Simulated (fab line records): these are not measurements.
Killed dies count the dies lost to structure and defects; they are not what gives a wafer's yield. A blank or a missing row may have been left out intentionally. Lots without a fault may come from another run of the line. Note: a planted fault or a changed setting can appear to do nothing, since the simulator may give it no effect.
Struck lot and sound lot, side by side :: flow n5_finfet :: 14 steps out of a route of 1938
Sound: the wafers L613.3, L613.5, L613.6. The struck wafers were L595.1, L595.2, L595.5. The cause comes at the end.
Per side, at each step with rows, come the tool, then ch with its chambers, and then its first start. Under that, the readings that differ: sound wafers :: struck wafers :: difference of the means :: sigmas: that difference in standard deviations of wafers without a fault.
alike: same words and numbers on both sides, and readings whose means sit less than 2 such deviations apart. not compared: any withheld reading, any reading some wafer has no value for, any bound like >300 that may hide the same value, and any number with overlapping values for which the record gives no deviation.
Wherever a step has rows on one side only, a row that says differs or no value, or a row with sigmas, the two part there. Numbers that have no deviation but don't overlap get no sigmas and don't part them. A reading missing from all wafers of one side parts the sides only when that side holds two or more wafers.

first, 1 step without rows for these wafers: N5_BEOL_M1_STRIP_75 (strips in N2/H2).
N5_BEOL_M1_STRIP_66: strips in CF4.
  sound on rie_diel-01 ch 2,3, day 11 14:58; struck on rie_diel-05 ch 1,3, day 6 21:55
  alike: chamber_pressure_mTorr, drypump_motor_current_A, oes_product_au, rf_vpp_V, showerhead_plenum_p_Torr, throttle_valve_pct
  not compared: rf_hours_counter_h
N5_BEOL_M1_HM_OPEN_17: chemistry Cl2/BCl3, target TiN, target depth 20 nm, overetch 6 nm.
  sound on rie_metal-01 ch 0,1, day 11 15:02; struck on rie_metal-01 ch 0,1, day 6 21:57
  alike: chamber_pressure_mTorr, drypump_motor_current_A, oes_product_au, throttle_valve_pct
  not compared: rf_hours_counter_h
N5_BEOL_M1_STRIP_19: strips in O2.
  sound on rie_diel-01 ch 0,1,3, day 11 15:07; struck on rie_diel-03 ch 0,1,3, day 6 22:04
  alike: chamber_pressure_mTorr, drypump_motor_current_A, oes_product_au, rf_vpp_V, showerhead_plenum_p_Torr, temp_c, throttle_valve_pct
  not compared: rf_hours_counter_h
N5_BEOL_M1_CD_MEAS_18: pitch 36 nm, target cd 18 nm.
  struck on cd_sem-02, day 6 22:08; sound on cd_sem-03, day 11 15:11
  alike: cd_nm
then, 7 steps without rows for these wafers: N5_BEOL_M1_COAT_67 (time 60 s, resist thk 60 nm); N5_BEOL_M1_COAT_68 (time 60 s, resist thk 12 nm); N5_BEOL_M1_COAT_76 (time 60 s, resist thk 5 nm); N5_BEOL_M1_COAT_22 (resist thk 30 nm); N5_BEOL_M1_EBR_24; N5_BEOL_M1_SOFTBAKE_23 (time 60 s); N5_BEOL_M1_EXPOSE_25 (exposes mask V0, defocus 5 nm, target cd 24 nm).
N5_BEOL_M1_PEB_26: peb time 60 s.
  struck on litho_track-01, day 6 22:23; sound on litho_track-01 ch 0, day 11 15:28
  no value came back on the struck wafers for chill_plate_temp_C (C), exhaust_pa (Pa), resist_line_temp_C (C); on the sound wafers chill_plate_temp_C (C) reads 23.17 23.02 23.13
then, 1 step without rows for these wafers: N5_BEOL_M1_DEVELOP_27 (develop time 30 s).

== WHERE THEY PART ==
Only at N5_BEOL_M1_PEB_26, as far as this record shows.

WHY: the cause the simulator had injected
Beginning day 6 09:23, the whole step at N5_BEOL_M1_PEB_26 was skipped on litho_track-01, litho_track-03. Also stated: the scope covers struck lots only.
